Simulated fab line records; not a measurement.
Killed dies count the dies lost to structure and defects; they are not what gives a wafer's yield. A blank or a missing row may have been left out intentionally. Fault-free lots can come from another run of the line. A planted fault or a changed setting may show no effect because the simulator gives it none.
Lot-split experiment ; flow n5 finfet ; 39 wafers read across 7 lots, on a route 1938 steps long

## SPLIT DETAILS
At N5_BEOL_M14_ILD_DEP_00 (deposits SiO2 from TEOS/O2, target thk 1119.3 nm, time 237.4 s), the setting target thk a was moved away from the recipe's 11193 angstrom on 12 of the 39 wafers read, by -49.4% to +46.2%. For the rest of the wafers, this setting stayed at what the recipe calls for.

There is no step in the file separating the split from the reading.

## THE READING
M14_ILD_THK (nm), taken at N5_BEOL_M14_THK_MEAS_01. Typical for fault-free wafers on this fab line: 1114 nm, with standard deviation 20 nm.

wafer;tool, chamber at the split;target thk a as run, angstrom;against the recipe;M14_ILD_THK, nm;against lot-mates on the recipe
L074.1;pecvd-03, 2;16360;+46.2%;1609;+499
L074.2;pecvd-03, 0;16360;+46.2%;1610;+500
L074.3;pecvd-03, 1;11193;recipe;1099;-
L074.4;pecvd-03, 1;11193;recipe;1123;-
L074.5;pecvd-03, 0;16360;+46.2%;1634;+524
L074.6;pecvd-03, 2;11193;recipe;1107;-
L077.1;pecvd-02, 1;11193;recipe;1101;-
L077.2;pecvd-02, 2;11193;recipe;1063;-
L077.3;pecvd-02, 0;11193;recipe;1085;-
L077.4;pecvd-02, 1;11193;recipe;1111;-
L077.5;pecvd-02, 2;11193;recipe;1082;-
L077.6;pecvd-02, 0;11193;recipe;1108;-
L079.1;pecvd-01, 0;11193;recipe;1135;-
L079.2;pecvd-01, 2;11193;recipe;1120;-
L079.3;pecvd-01, 1;11193;recipe;1090;-
L079.4;pecvd-01, 1;11193;recipe;1105;-
L079.5;pecvd-01, 0;11193;recipe;1149;-
L079.6;pecvd-01, 2;11193;recipe;1146;-
L081.1;pecvd-02, 2;11193;recipe;1087;-
L081.2;pecvd-02, 1;11193;recipe;1119;-
L081.4;pecvd-02, 0;11193;recipe;1114;-
L082.1;pecvd-03, 1;5663;-49.4%;546;-565
L082.2;pecvd-03, 0;5663;-49.4%;533;-578
L082.3;pecvd-03, 2;11193;recipe;1099;-
L082.4;pecvd-03, 2;11193;recipe;1110;-
L082.5;pecvd-03, 0;5663;-49.4%;547;-564
L082.6;pecvd-03, 1;11193;recipe;1123;-
L092.1;pecvd-01, 0;15610;+39.5%;1558;+446
L092.2;pecvd-01, 2;15610;+39.5%;1550;+438
L092.3;pecvd-01, 1;11193;recipe;1091;-
L092.4;pecvd-01, 1;11193;recipe;1099;-
L092.5;pecvd-01, 0;15610;+39.5%;1575;+463
L092.6;pecvd-01, 2;11193;recipe;1147;-
L096.1;pecvd-01, 2;11193;recipe;1118;-
L096.2;pecvd-01, 1;11193;recipe;1096;-
L096.3;pecvd-01, 0;13030;+16.4%;1312;+187
L096.4;pecvd-01, 1;13030;+16.4%;1295;+170
L096.5;pecvd-01, 2;13030;+16.4%;1331;+206
L096.6;pecvd-01, 0;11193;recipe;1161;-

THE FIT
A straight line over all 39 wafers: M14_ILD_THK changes by +11.3 nm for each +1% of target thk a; r = +1.00; the points scatter about the line by 21 nm.
The same after taking each lot's own level away (the mean of its wafers on the recipe; 39 wafers): +11.3 nm for each +1%; r = +1.00; scatter 18 nm.
The reading moves by 5.6e+02 nm for the largest change in target thk a, on that fit.
The span of the lots' own levels, 1091.7 to 1125.0 nm, comes to 1.7 times the standard deviation stated above.
Hence the lot-to-lot level has little effect on the slope; both slopes agree.
Check: for one of the wafers moved furthest among these (-49.4%), held out of the fit, the line's prediction against its lot-mates is -560 nm. Against them it came out at -565 nm.

## ADDITIONAL SPLITS CARRIED BY THESE WAFERS
Other splits were also applied to these wafers ahead of the reading. Each is held against what the fit with the lots' levels taken away leaves over:
other split on the same wafers;wafers away from the commonest value;r with M14_ILD_THK (lot level and that fit taken away)
N5_BEOL_M1_ILD_DEP_00 time s;15;+0.07
N5_BEOL_M4_DESCUM_16 time s;12;-0.06
N5_BEOL_M8_ILD_DEP_00 target thk a;9;+0.02
N5_BEOL_M9_VIA_ETCH_34 target depth a;15;-0.24

## THE WHOLE CHAIN: every reading that the file lists as answering this split, in the file's order
step;what it does;reading;change (the file's fit);r (the file's)
N5_BEOL_M14_ILD_DEP_00;deposits SiO2 from TEOS/O2, target thk 1119.3 nm, time 237.4 s;SiO2_of_BEOL_M14_ILD_DEP_00.thk nm (the simulator's own value, which no gauge read);+11.3 nm for each +1% of the setting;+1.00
N5_BEOL_M14_THK_MEAS_01;;M14_ILD_THK;+11.3 for each +1% of the setting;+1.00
N5_BEOL_M14_VIA_ETCH_16;etches SiO2 in C4F8/O2/Ar, target depth 1231.3 nm;etch.depth nm (the simulator's own value, which no gauge read);+11.3 nm for each +1% of the setting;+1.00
N5_BEOL_M14_VIA_ETCH_16;etches SiO2 in C4F8/O2/Ar, target depth 1231.3 nm;coat_of_BEOL_M14_COAT_04.thk nm (the simulator's own value, which no gauge read);-2.71 nm for each +1% of the setting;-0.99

## THE FILE'S OWN FIT
M14_ILD_THK changes by +11.3 nm for each +1% of target thk a, r = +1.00.
